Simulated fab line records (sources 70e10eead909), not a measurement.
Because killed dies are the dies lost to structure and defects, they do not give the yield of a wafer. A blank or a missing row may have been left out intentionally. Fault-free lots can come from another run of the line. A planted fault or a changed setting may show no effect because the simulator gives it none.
A struck lot beside a sound one | flow nand harc | 16 steps out of a route of 1302
Sound: wafers L151.1, L151.2, L151.3. Wafers L146.1, L146.2, L146.5 were the ones struck. The cause is given at the end.
Each step with rows lists, per side, the tool, then ch with its chambers, then its first start. Under that, the readings that differ: sound wafers | struck wafers | difference of the means | sigmas: that difference in standard deviations of wafers without a fault.
alike: words and numbers the same on both sides, and readings whose means are apart by under 2 such deviations; not compared: readings that were withheld, readings missing a value for some wafer, numbers with overlapping values and no deviation given by the record, and bounds like >300 which may hide the same value.
A row with sigmas, a row that says differs or no value, or rows on one side alone: a step with any of these is where the two part. Numbers that don't overlap but have no deviation are shown without sigmas and don't part them. A reading missing from all wafers of one side parts the sides only when that side holds two or more wafers.

first, 7 steps without rows for these wafers: NHARC_A_BONDPAD_COAT_33 (time 65 s); NHARC_A_BONDPAD_COAT_03 (resist thk 600 nm); NHARC_A_BONDPAD_SOFTBAKE_04 (time 70 s); NHARC_A_BONDPAD_EBR_05; NHARC_A_BONDPAD_EXPOSE_06 (exposes mask A BPAD); NHARC_A_BONDPAD_PEB_07 (peb time 80 s); NHARC_A_BONDPAD_DEVELOP_08 (time 50 s).
NHARC_A_BONDPAD_CD_MEAS_09: target cd 500 nm.
  sound on cd sem-03 ch 0, day 30 23:49; struck on cd sem-03 ch 0, day 30 02:32
  alike: cd nm
NHARC_A_BONDPAD_OVL_MEAS_35:
  sound on overlay-02, day 30 23:55; struck on overlay-01, day 30 02:37
  alike: overlay x nm, overlay y nm
then, 1 step without rows for these wafers: NHARC_A_BONDPAD_HARDBAKE_10 (time 65 s).
NHARC_A_BONDPAD_DESCUM_11: chemistry O2, time 3 s.
  sound on rie diel-04 ch 0,1,3, day 31 00:02; struck on rie diel-08 ch 0,3, day 30 02:46
  alike: drypump motor current A, mfc ar sccm, oes product au, rf vpp V, showerhead plenum p Torr, throttle valve pct
  not compared: rf hours counter h
NHARC_A_BONDPAD_ETCH_34: etches the open film in N2/H2, target depth 60 nm, overetch 18 nm, time 65.91 s.
  sound on rie diel-04 ch 0,2,3, day 31 00:07; struck on rie diel-08 ch 0,1,2, day 30 02:50
  alike: drypump motor current A, mfc ar sccm, oes product au, rf fwd power W, rf vpp V, showerhead plenum p Torr, throttle valve pct
  not compared: rf hours counter h
NHARC_A_BONDPAD_ETCH_12: etches the open film in CHF3/O2, target depth 220 nm, time 110 s.
  sound on rie diel-04 ch 0,1,2, day 31 00:13; struck on rie diel-08 ch 2,3, day 30 02:56
  reading               | sound             | struck            | difference | sigmas
  oes product au (a.u.) | 0.984 0.954 0.957 | 0.703 0.712 0.720 | -0.253     | -12
  rf fwd power W (W)    | 500.5 498.3 496.5 | 294.0 295.3 296.1 | -203.3     | -99 or more
  alike: chf3 flow sccm, drypump motor current A, mfc ar sccm, rf vpp V, showerhead plenum p Torr, throttle valve pct
  not compared: rf hours counter h
NHARC_A_BONDPAD_CD_MEAS_13:
  sound on cd sem-03, day 31 00:21; struck on cd sem-03, day 30 03:15
  alike: cd nm
  not compared: hold
NHARC_A_BONDPAD_STRIP_15: strips in O2.
  sound on rie diel-08 ch 0,1,3, day 31 00:25; struck on rie diel-04 ch 0,2,3, day 30 05:05
  reading | sound | struck                                                                     | difference                   | sigmas
  hold    | - - - | await dispo/1.7h/release await dispo/1.7h/release await dispo/1.7h/release | no value on the sound wafers |
  alike: drypump motor current A, mfc ar sccm, oes product au, rf vpp V, showerhead plenum p Torr, throttle valve pct
  not compared: rf hours counter h
NHARC_END_SORT_01:
  sound on prober-02 ch 0, day 32 21:00; struck on prober-01 ch 0, day 31 10:22
  reading                  | sound          | struck                                                               | difference                   | sigmas
  hold                     | - - -          | await dispo/0.8h/scrap await dispo/0.8h/scrap await dispo/0.8h/scrap | no value on the sound wafers |
  defect limited yield (%) | 87.9 89.8 91.7 | 0 0 0                                                                | -90                          | -30
  killed at array          | 75 65 55       | 672 673 672                                                          | +607                         | +30
  killed dies              | 82 69 56       | 677 677 677                                                          | +608                         | +30
  alike: killed at other, killed at periphery, killed open, killed short

WHERE THEY PART
First at NHARC_A_BONDPAD_ETCH_12; last, within this record, at NHARC_END_SORT_01.

WHY: the cause the simulator had injected
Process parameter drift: rie diel-08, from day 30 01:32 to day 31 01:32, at NHARC_A_BONDPAD_ETCH_12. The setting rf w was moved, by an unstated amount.
